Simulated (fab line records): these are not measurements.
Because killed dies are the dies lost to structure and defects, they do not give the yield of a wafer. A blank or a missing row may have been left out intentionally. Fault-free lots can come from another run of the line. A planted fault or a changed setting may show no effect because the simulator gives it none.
Comparing a struck lot with a sound one | flow nandHarc | 16 steps out of a route of 1159
Sound: wafers L419.3, L419.4, L419.6. Struck: wafer L427.6; the same lot's L427.4 was not struck, so it is left out; see the end for the cause.
Each step with rows lists, per side, the tool, then ch with its chambers, then its first start. Under that, the readings that differ: sound wafers | struck wafers | difference of the means | sigmas: that difference in standard deviations of wafers without a fault.
alike: readings whose means differ by less than 2 such deviations, and words and numbers that are the same on both sides. not compared: withheld readings, readings that some wafer has no value for, bounds like >300 that may hide the same value, and numbers for which the record gives no deviation and whose values overlap.
Wherever a step has rows on one side only, a row that says differs or no value, or a row with sigmas, the two part there. Numbers that have no deviation but don't overlap get no sigmas and don't part them. Lack of a reading on every wafer of one side parts them only where that side has two or more wafers.

NHARC_A_M1_INSPECT_11:
  sound: defectInspect-02 at day 18 01:21; struck: defectInspect-02 at day 19 20:31
  alike: rawDefectCount
NHARC_A_M1_DESCUM_14: chemistry O2, time 3 s.
  sound on rieDiel-09 ch 1,2, day 18 01:25; struck on rieDiel-04 ch 0, day 19 20:35
reading                      | sound             | struck | difference | sigmas
oesProductAu (a.u.)          | 1.011 1.005 0.991 | 1.029  | +0.027     | +2
showerheadPlenumPTorr (Torr) | 2.04 2.06 2.06    | 1.80   | -0.25      | -3
  alike: drypumpMotorCurrentA, rfVppV, throttleValvePct
  not compared: rfHoursCounterH
NHARC_A_M1_ETCH_35: etches the open film in N2/H2, target depth 40 nm, overetch 12 nm, time 43.94 s.
  sound on rieDiel-09 ch 1,2,3, day 18 01:30; struck on rieDiel-04 ch 1, day 19 20:40
reading         | sound             | struck | difference | sigmas
rfFwdPowerW (W) | 397.9 396.8 394.3 | 392.2  | -4.1       | -2
  alike: biasW, drypumpMotorCurrentA, oesProductAu, rfVppV, showerheadPlenumPTorr, throttleValvePct
  not compared: rfHoursCounterH
then, 1 step without rows for these wafers: NHARC_A_M1_ETCH_15 (etches the open film in C4F8/Ar, target depth 182.5 nm, time 91.2 s).
NHARC_A_M1_CD_MEAS_16:
  sound: cdSem-03 at day 18 01:43; struck: cdSem-02 at day 19 20:53
  alike: cdNm
then, 1 step without rows for these wafers: NHARC_A_M1_STRIP_18 (strips in N2/H2).
NHARC_A_M1_ETCH_28: etches the open film in CF4/N2, target depth 30 nm, time 72.99 s.
  sound on rieDiel-10 ch 0,1; struck on rieDiel-10 ch 0
  alike: biasW, drypumpMotorCurrentA, oesProductAu, rfFwdPowerW, rfVppV, showerheadPlenumPTorr, throttleValvePct
  not compared: rfHoursCounterH
then, 3 steps without rows for these wafers: NHARC_A_M1_STRIP_19 (strips in post etch residue remover, time 600 s); NHARC_A_M1_DEGAS_29 (time 60 s); NHARC_A_M1_PRE_CLEAN_30 (time 30 s).
NHARC_A_M1_PVD_20: deposits TaN, target thk 5 nm, time 8.06 s.
  sound on pvdSputter-02; struck on pvdSputter-03
reading              | sound          | struck | difference | sigmas
throttleValvePct (%) | 31.2 31.8 28.7 | 27.3   | -3.3       | -3
NHARC_A_M1_PVD_21: deposits Cu, target thk 30 nm, time 20.49 s.
  sound on pvdSputter-02; struck on pvdSputter-03
  alike: throttleValvePct
NHARC_A_M1_ECD_22: material Cu, target thk 400 nm.
  sound on ecdCu-01 ch 0,1, day 18 02:54; struck on ecdCu-02 ch 0, day 19 22:06
then, 1 step without rows for these wafers: NHARC_A_M1_ANNEAL_31 (time 90 s).
NHARC_A_M1_CMP_23: polishes, t overpolish 20 s, target thk 154.34 nm.
  sound on cmp-03 ch 0,1, day 18 03:31; struck on cmp-04 ch 3, day 19 22:41
reading             | sound          | struck | difference | sigmas
timeToEndpointS (s) | 30.3 25.5 29.1 | 41.7   | +13.4      | +4
  alike: motorCurrentA
NHARC_A_M1_THK_MEAS_24: measures by xrf.
  sound: filmMetro-01 at day 18 03:50; struck: filmMetro-01 at day 19 23:00
  alike: thkNm

== WHERE THEY PART ==
First at NHARC_A_M1_DESCUM_14; last, within this record, at NHARC_A_M1_CMP_23. Later steps at which nothing parts them and some readings are alike: NHARC_A_M1_THK_MEAS_24.

WHY: what the simulator had put in
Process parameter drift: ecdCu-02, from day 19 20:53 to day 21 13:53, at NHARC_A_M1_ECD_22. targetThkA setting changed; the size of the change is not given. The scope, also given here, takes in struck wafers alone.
